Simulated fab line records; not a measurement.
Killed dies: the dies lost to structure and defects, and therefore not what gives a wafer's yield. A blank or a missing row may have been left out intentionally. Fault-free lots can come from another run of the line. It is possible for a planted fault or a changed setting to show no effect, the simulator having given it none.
fab line records / flow n5-finfet
record: lots: 4 wafers: 12 last-day: 18
route steps=1938 shown BEOL_M7@1288 PASSIVATION@1936
lots that met no fault: from a run of the same line without faults
start-h: hours from the record's first day to the start of the lot's first wafer shown / wait-h: hours since the lot's step before / " as in the row above / L1.1+2: one row covering several wafers at once / - no value, or no start given / * or withheld: withheld / < > ~ a bound
route shown NAME@n: names a module that has steps shown in the file, with the first one's number in the route / usual: mean/standard deviation of fault-free wafers / same: alike in all rows / chamber/n: place in a boat / sites: the reading at each site / _std_site: standard deviation of those values / _edge_site: inner sites' mean taken away from outer sites' mean / radius-mm: how far each site lies from the wafer's centre / mask NAME#n: copy n / behind: the last tool/chamber to shape the wafer / hold: why the lot went on hold/how many hours it stayed there/how the hold came to an end / device: names the non-switching transistor (n, p or np) / end of line: tests run on the same wafers once the route is complete / a step with no rows: only its recipe / killed: at the first sort, the dies lost to defects and structure; wafer yield is something else / map: dies across one wafer; x = killed, . = not, _ = none there
set.NAME: the setting that was run; set.NAME@STEP: the one run at that earlier step / model.NAME: the simulator's own value behind a step, which no gauge read
lots seen at some steps along the route; tables by step, rows by wafer
services: from which hour (start-h, from the record's first day; less than 0 if before it) a tool's chamber was out of use, for how many hours, and why
== steps ==
step: N5_BEOL_M7_COAT_64
recipe: resist: SiARC temp-c: 220 time-s: 60 spin-rpm: 1500 resist-thk-nm: 12
step: N5_BEOL_M7_COAT_71
recipe: resist: underlayer temp-c: 205 time-s: 60 spin-rpm: 1500 resist-thk-nm: 5
step: N5_BEOL_M7_COAT_22
recipe: resist: CAR-EUV spin-rpm: 1500 resist-thk-nm: 30
step: N5_BEOL_M7_EBR_24
recipe: solvent: PGMEA ebr-width-mm: 1.5
step: N5_BEOL_M7_SOFTBAKE_23
recipe: temp-c: 110 time-s: 60 resist: CAR-EUV
step: N5_BEOL_M7_EXPOSE_25
recipe: mask-id: V6 na: 0.33 source-shape: annular sigma-inner: 0.4 sigma-outer: 0.8 polarization: unpolarized target-cd-nm: 40 dose-mj: 42.5
step: N5_BEOL_M7_PEB_26
recipe: peb-temp-c: 100 peb-time-s: 60 resist: CAR-EUV
step: N5_BEOL_M7_DEVELOP_27
recipe: develop-time-s: 30 developer: TMAH resist: CAR-EUV rinse-liquid: surfactant-rinse dry: air-spin dev-temp-c: 23
step: N5_BEOL_M7_DESCUM_33
recipe: chemistry: O2 time-s: 7 source-power-w: 50 bias-power-w: 20 pressure-mtorr: 20 rf-frequency-hz: 2.712e+07 temp-c: 40 resist: CAR-EUV o2-flow-sccm: 225
step: N5_BEOL_M7_ETCH_72
recipe: chemistry: N2/H2 target: underlayer target-depth-a: 65 mask-material: CAR-EUV time-s: 5.2 ion-energy-ev: 200 pressure-mtorr: 30 source-w: 840 bias-w: 150 n2-flow-sccm: 200 h2-flow-sccm: 200 ends: cleared
usual: drypump-motor-current-A: 5.7/0.48 etch-rf-on-time-s: 5.19/0.14 oes-product-au: 0.66/0.084 rf-vpp-V: 524/3.3 showerhead-plenum-p-Torr: 2.54/0.1 throttle-valve-pct: 17.90/0.26
lot.wafer=L438.1 tool=rie-diel-01 chamber=3 start-h=247.34 wait-h=0.0 drypump-motor-current-A=5.9 etch-rf-on-time-s=5.26 oes-product-au=0.58 rf-hours-counter-h=247 rf-vpp-V=523 showerhead-plenum-p-Torr=2.51 throttle-valve-pct=17.93
lot.wafer=L438.2 tool=rie-diel-01 chamber=0 start-h=247.34 wait-h=0.0 drypump-motor-current-A=6.2 etch-rf-on-time-s=5.41 oes-product-au=0.58 rf-hours-counter-h=212 rf-vpp-V=518 showerhead-plenum-p-Torr=2.40 throttle-valve-pct=18.14
lot.wafer=L438.6 tool=rie-diel-01 chamber=1 start-h=247.34 wait-h=0.0 drypump-motor-current-A=6.4 etch-rf-on-time-s=5.21 oes-product-au=0.63 rf-hours-counter-h=- rf-vpp-V=524 showerhead-plenum-p-Torr=2.54 throttle-valve-pct=18.12
lot.wafer=L442.2 tool=rie-diel-06 chamber=3 start-h=283.33 wait-h=0.0 drypump-motor-current-A=6.2 etch-rf-on-time-s=4.96 oes-product-au=0.80 rf-hours-counter-h=8 rf-vpp-V=520 showerhead-plenum-p-Torr=2.49 throttle-valve-pct=17.56
lot.wafer=L442.3 tool=rie-diel-06 chamber=1 start-h=283.33 wait-h=0.0 drypump-motor-current-A=5.5 etch-rf-on-time-s=5.03 oes-product-au=0.65 rf-hours-counter-h=158 rf-vpp-V=519 showerhead-plenum-p-Torr=2.36 throttle-valve-pct=17.93
lot.wafer=L442.6 tool=rie-diel-06 chamber=0 start-h=283.33 wait-h=0.0 drypump-motor-current-A=5.6 etch-rf-on-time-s=5.25 oes-product-au=0.60 rf-hours-counter-h=- rf-vpp-V=526 showerhead-plenum-p-Torr=2.61 throttle-valve-pct=18.10
lot.wafer=L451.1 tool=rie-diel-01 chamber=3 start-h=334.84 wait-h=0.0 drypump-motor-current-A=5.9 etch-rf-on-time-s=5.01 oes-product-au=0.80 rf-hours-counter-h=17 rf-vpp-V=522 showerhead-plenum-p-Torr=2.50 throttle-valve-pct=17.51
lot.wafer=L451.4 tool=rie-diel-01 chamber=1 start-h=334.84 wait-h=0.0 drypump-motor-current-A=6.4 etch-rf-on-time-s=5.11 oes-product-au=0.62 rf-hours-counter-h=- rf-vpp-V=524 showerhead-plenum-p-Torr=2.52 throttle-valve-pct=18.15
lot.wafer=L451.6 tool=rie-diel-01 chamber=0 start-h=334.84 wait-h=0.0 drypump-motor-current-A=6.2 etch-rf-on-time-s=5.39 oes-product-au=0.56 rf-hours-counter-h=- rf-vpp-V=519 showerhead-plenum-p-Torr=2.38 throttle-valve-pct=18.20
lot.wafer=L452.2 tool=rie-diel-01 chamber=0 start-h=346.28 wait-h=0.0 drypump-motor-current-A=6.3 etch-rf-on-time-s=5.33 oes-product-au=0.57 rf-hours-counter-h=249 rf-vpp-V=521 showerhead-plenum-p-Torr=2.38 throttle-valve-pct=18.24
lot.wafer=L452.4 tool=rie-diel-01 chamber=1 start-h=346.28 wait-h=0.0 drypump-motor-current-A=6.4 etch-rf-on-time-s=5.10 oes-product-au=0.61 rf-hours-counter-h=- rf-vpp-V=524 showerhead-plenum-p-Torr=2.52 throttle-valve-pct=18.16
lot.wafer=L452.6 tool=rie-diel-01 chamber=2 start-h=346.28 wait-h=0.0 drypump-motor-current-A=5.1 etch-rf-on-time-s=5.29 oes-product-au=0.62 rf-hours-counter-h=- rf-vpp-V=527 showerhead-plenum-p-Torr=2.62 throttle-valve-pct=17.91
step: N5_BEOL_M7_ETCH_65
recipe: chemistry: CF4 target: SiARC target-depth-a: 156 mask-material: CAR-EUV time-s: 26 ion-energy-ev: 80 pressure-mtorr: 40 source-w: 545 bias-w: 36 Ar_flow_sccm: 100 cf4-flow-sccm: 100 ends: cleared
step: N5_BEOL_M7_ETCH_66
recipe: chemistry: N2/H2 target: SOC target-depth-a: 800 overetch-a: 160 mask-material: SiARC temp-c: 40 time-s: 120 ion-energy-ev: 200 pressure-mtorr: 30 source-w: 840 bias-w: 150 n2-flow-sccm: 200 h2-flow-sccm: 200
step: N5_BEOL_M7_STRIP_69
recipe: chemistry: N2/H2 temp-c: 40 n2-flow-sccm: 200 h2-flow-sccm: 200 rf-frequency-hz: 6e+07
step: N5_BEOL_M7_STRIP_73
recipe: chemistry: N2/H2 temp-c: 40 n2-flow-sccm: 200 h2-flow-sccm: 200 rf-frequency-hz: 6e+07
step: N5_BEOL_M7_VIA_ETCH_34
recipe: chemistry: C4F6/O2 target: SiCOH_lowk target-depth-a: 1255 mask-material: SOC taper-deg: 4 time-s: 50.5 ion-energy-ev: 250 pressure-mtorr: 30 source-w: 345 bias-w: 185 Ar_flow_sccm: 300 C4F6_flow_sccm: 10 O2_flow_sccm: 10
step: N5_BEOL_M7_STRIP_76
recipe: chemistry: C4F6/O2 resist: SiARC rf-frequency-hz: 6e+07
step: N5_BEOL_M7_STRIP_36
recipe: chemistry: N2/H2 power-w: 450 temp-c: 40 pressure-mtorr: 20 rf-frequency-hz: 6e+07 overash-fraction: 0.3 bias-power-w: 7 h2-frac: 0.5 n2-flow-sccm: 200 h2-flow-sccm: 200
step: N5_BEOL_M7_TRENCH_ETCH_37
recipe: chemistry: C4F6/O2 target-depth-a: 934.78 target: SiCOH_lowk time-s: 31.2 ion-energy-ev: 250 pressure-mtorr: 30 source-w: 345 bias-w: 185 Ar_flow_sccm: 300 C4F6_flow_sccm: 10 O2_flow_sccm: 10
step: N5_BEOL_M7_ETCH_41
recipe: chemistry: CH3F/O2 target: SiCN target-depth-a: 319 taper-deg: 2 time-s: 57.8 ion-energy-ev: 120 mask-material: TiN pressure-mtorr: 30 source-w: 395 bias-w: 75 Ar_flow_sccm: 150 CH3F_flow_sccm: 30 O2_flow_sccm: 20
step: N5_BEOL_M7_STRIP_80
recipe: chemistry: N2/H2 time-s: 10 power-w: 450 temp-c: 40 pressure-mtorr: 20 rf-frequency-hz: 6e+07 bias-power-w: 7 n2-flow-sccm: 200 h2-flow-sccm: 200
step: N5_BEOL_M7_HM_STRIP_39
recipe: chemistry: peroxide-tin-strip material: TiN target-depth-a: 250 temp-c: 50 time-s: 158
step: N5_BEOL_M7_SRD_40
recipe: time-s: 30 temp-c: 23 rinse-liquid: diw dry: ipa-marangoni
step: N5_BEOL_M7_PRECLEAN_42
recipe: chemistry: residue-remover time-s: 60 temp-c: 40
step: N5_BEOL_M7_SRD_43
recipe: time-s: 30 temp-c: 23 rinse-liquid: diw dry: ipa-marangoni
step: N5_BEOL_M7_CURE_75
recipe: temp-c: 370 time-s: 120 ambient: DMADMS/He material: SiCOH_lowk
step: N5_BEOL_M7_DEGAS_44
recipe: ambient: vacuum temp-c: 250 time-s: 60
step: N5_BEOL_M7_PRE_CLEAN_45
recipe: gas: H2/He time-s: 30 temp-c: 250
step: N5_BEOL_M7_ALD_77
recipe: material: TaN target-thk-a: 20 temp-c: 275 ald-precursor-family: PDMAT ald-co-reactant: NH3 pressure-torr: 3 carrier-flow-sccm: 1500 pulse-time-s: 2 purge-time-s: 3 co-reactant-purge-time-s: 2 co-reactant-pulse-time-s: 3 ald-cycles: 40 precursor-vessel-temp-c: 75 precursor-vessel-pressure-torr: 26.25 precursor-vessel-carrier-sccm: 1000
step: N5_BEOL_M7_SURFACE_TREAT_79
recipe: gas: Ar time-s: * ion-energy-ev: * ion-current-ma-cm2: 0.5 pressure-mtorr: * ar-flow-sccm: 30
step: N5_BEOL_M7_CVD_78
recipe: material: Co target-thk-a: 20 temp-c: withheld precursor: CCTBA/H2 pressure-torr: 30 time-s: 142.3
step: N5_BEOL_M7_SPUTTER_48
recipe: material: Cu target-thk-a: 100 temp-c: -20 bias-v: 60 power-w: 26000 chamber-pressure-pa: 0.13 time-s: 1.667
step: N5_BEOL_M7_ECD_50
recipe: material: Cu target-thk-a: 3000
step: N5_BEOL_M7_ANNEAL_51
recipe: temp-c: 225 time-s: 90 ambient: N2
step: N5_BEOL_M7_CMP_52
recipe: stop-on: SiCOH_lowk t-overpolish-s: 6.9 down-force-psi: 1 platen-rpm: 50 clearing-platen-down-force-psi: 1.5 clearing-platen-rpm: 50 post-cmp-clean: cu-alkaline target-thk-nm: 80 clearing-platen-pad-velocity-m-s: 0.99484 pad-velocity-m-s: 0.99484
step: N5_BEOL_M7_PRE_CLEAN_55
recipe: gas: NH3 time-s: 15 temp-c: withheld rf-power-w: 300
step: N5_BEOL_M7_DEP_56
recipe: material: SiCN target-thk-a: 100 temp-c: withheld precursor: 3MS/NH3 pressure-torr: 3 rf-w: 202 time-s: 17.5
step: N5_PASSIVATION_PROBE_49
usual: defect-limited-yield: 91.3/1.3 killed_at_M0_to_M3: 35/9.3 killed_at_M4_up: 14/5.2 killed-at-contacts: 12/5.9 killed-at-front-end: 38/11 killed-at-other: 4/3.7 killed-dies: 103/15 killed-open: 67/12 killed-short: 34/8 sort_bin_5_function: 5.1/0.88 sort_bin_6_memory: 3.3/0.65 sort-n-pass: 1077/15 sort-yield-pct: 91.3/1.3
same: gross-dies: 1180 killed-at-back-side: 0 sort_bin_4_leakage[%]: 0 sort_bin_8_speed[%]: 0
lot.wafer=L438.2 tool=prober-01 chamber=- start-h=332.21 wait-h=0.1 defect-limited-yield[%]=92.6 killed_at_M0_to_M3=45 killed_at_M4_up=9 killed-at-contacts=2 killed-at-front-end=28 killed-at-other=3 killed-dies=87 killed-open=57 killed-short=30 sort_bin_5_function[%]=4.7 sort_bin_6_memory[%]=2.3 sort-n-pass=1093 sort-yield-pct[%]=92.6
lot.wafer=L451.4 tool=prober-01 chamber=- start-h=407.73 wait-h=0.2 defect-limited-yield[%]=81.4 killed_at_M0_to_M3=30 killed_at_M4_up=142 killed-at-contacts=5 killed-at-front-end=39 killed-at-other=4 killed-dies=220 killed-open=49 killed-short=41 sort_bin_5_function[%]=11.2 sort_bin_6_memory[%]=4.0 sort-n-pass=960 sort-yield-pct[%]=81.4
lot.wafer=L452.4 tool=prober-02 chamber=- start-h=430.90 wait-h=0.2 defect-limited-yield[%]=79.9 killed_at_M0_to_M3=36 killed_at_M4_up=168 killed-at-contacts=8 killed-at-front-end=21 killed-at-other=4 killed-dies=237 killed-open=63 killed-short=31 sort_bin_5_function[%]=12.9 sort_bin_6_memory[%]=4.2 sort-n-pass=943 sort-yield-pct[%]=79.9
killed by level:class
L438.2 BEOL_M0_SAQP:geometric-particle:short=14 BEOL_M0_SAQP:geometric-particle:open=9 BEOL_M3:geometric-particle:open=7 BEOL_M1:geometric-particle:open=7 BEOL_M2:geometric-particle:open=6 STI_FIN_REVEAL:geometric-particle:open=5 GATE_CUT:geometric-particle:open=5 BEOL_M4:geometric-particle:open=4
L451.4 BEOL_M7:unspecified=130 FIN_SAQP:geometric-particle:short=14 BEOL_M3:geometric-particle:open=8 BEOL_M1:geometric-particle:open=6 FIN_SAQP:geometric-particle:open=5 BEOL_M0_SAQP:geometric-particle:short=5 BEOL_M4:geometric-particle:open=5 GATE_CUT:geometric-particle:short=3
L452.4 BEOL_M7:unspecified=143 BEOL_M1:geometric-particle:open=10 STI_FIN_REVEAL:geometric-particle:open=7 BEOL_M0_SAQP:geometric-particle:short=7 MOL_CONTACT_COAG:geometric-particle:open=6 BEOL_M7:geometric-particle:open=6 BEOL_M0_SAQP:geometric-particle:open=5 BEOL_M4:geometric-particle:open=5
map L451.4 (x killed, . not)
_________________.x...x...x..________________
______________.....x..x........._____________
___________........................__________
__________...........x..........x..._________
________..x.....................x....._______
_______...............x................______
______.................................x_____
_____......x..x..........................____
____.....................x.x..............___
___........x....xx.......x...xx............__
___.........x..............x.xx.xxx........__
__...........x.....x..x..x..xxx..xxxx......._
__.x..x.........x.x..........xxxxxxx.......x_
_........x..............xxxxxxxxxxxxxx.......
_...............x.......xx.xxxxxxxxxxx.......
_.....x......x........x.xxxxxxxxxxxxxx.xxx...
_...x............x......xxxxxxxxxxxxx.x.....x
_...........x..x.x.....xxxxxxxxxxxxxxx.xx....
_.........x..............xxxxxxxxxxxxx.....x.
_.......................x.xxxxxxxxxxxx...x...
_x..x.............x.....x.x.xxxxx..xx...x....
__x..........x......x.....xxxxxxx..x........_
__x...............x.........x..x...x....x..._
___..x...x.x..........x.........x.....x....__
___..x.....x...........x...................__
____...........x......................x...___
_____........x............x..........x..x____
______..............................x..._____
_______...............................x______
________....x........................._______
__________..............x..........._________
___________....x.x.................__________
______________.....x........x..._____________
_________________...x........________________
map L452.4 (x killed, . not)
_________________............________________
______________............x....x_____________
___________........x..x.....x.x....__________
__________.....x.................x.._________
________.xx...x......................._______
_______.................x...x..........______
______x..................x.........x...._____
_____.....................x....x........x____
____................................x.....___
___.............x................x.......x.__
___..........................xxxx.xx.......__
__...........x.x.........xxx..xxxxxxxx..x..._
__.......................xxxxxx.xxxx........_
_.......................xx.xxxxxxxxxxx...x...
_...................xxx..xxxxxxxxxxxxxxx.....
_..x.......x....xx.....xxxxxxxxxxxxxxxx......
_.......................x.xxxxxxxxxxxx..x....
_..x.x...x.x....x...x.x..xxxxxxxxxxxx.x......
_.......x.............x..xxxxxxxxxxxx....x...
_...xx.............x..x.x.xxxxxxxxxxxxx......
_.x.......x....x..x.x....xxxxxxxxxxxxx.......
__.......xx..x............xx..xxxx.x.......x_
__.................x...x.....x..xxx......x.._
___x.......x.....................x.........__
___.........xx.......x..............x....x.__
____...................................x..___
_____....x..........x..x....x......x.....____
______x......xx............x.....x......_____
_______.......................x.....x..______
________..........................x..._______
__________...x....x..x..........x..._________
___________.x..........x...........__________
______________....x............._____________
_________________............________________
== services ==
tool=rie-diel-06 chamber=3 start-h=242.81 hours=- kind=clean
tool=rie-diel-06 chamber=3 start-h=242.81 hours=- kind=consumable-replace:focus-ring
tool=rie-diel-06 chamber=3 start-h=242.81 hours=17.0 kind=scheduled-down
tool=rie-diel-06 chamber=3 start-h=242.81 hours=17.0 kind=vent-cycle
tool=rie-diel-01 chamber=2 start-h=244.51 hours=16.5 kind=repair
tool=rie-diel-01 chamber=3 start-h=261.45 hours=- kind=clean
tool=rie-diel-01 chamber=3 start-h=261.45 hours=- kind=consumable-replace:focus-ring
tool=rie-diel-01 chamber=3 start-h=261.45 hours=23.1 kind=scheduled-down
tool=rie-diel-01 chamber=3 start-h=261.45 hours=23.1 kind=vent-cycle
tool=rie-diel-06 chamber=0 start-h=287.07 hours=4.0 kind=repair
tool=rie-diel-01 chamber=1 start-h=288.75 hours=1.8 kind=repair
tool=rie-diel-01 chamber=2 start-h=333.70 hours=4.4 kind=repair
tool=rie-diel-01 chamber=3 start-h=341.29 hours=5.2 kind=repair
== key ==
first-sign: step: N5_PASSIVATION_PROBE_49 reading: killed_at_M4_up direction: up sigmas: 27 usual: 14 struck: 155
effect: step: N5_PASSIVATION_PROBE_49 reading: killed-dies direction: up sigmas: 8.1 usual: 103 struck: 228
more-kills-born-at: N5_BEOL_M7_ETCH_72@rie-diel-01: 273
met-at N5_BEOL_M7_ETCH_72
struck-wafers L451.4,L452.4
onset-between 247.34 334.84
fault: kind: chamber-particle-source tool: rie-diel-01 chamber: 1 onset-h: 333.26 steps: N5_BEOL_M7_ETCH_72 rate-per-visit-cm2: 1.1599 end-h: 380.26
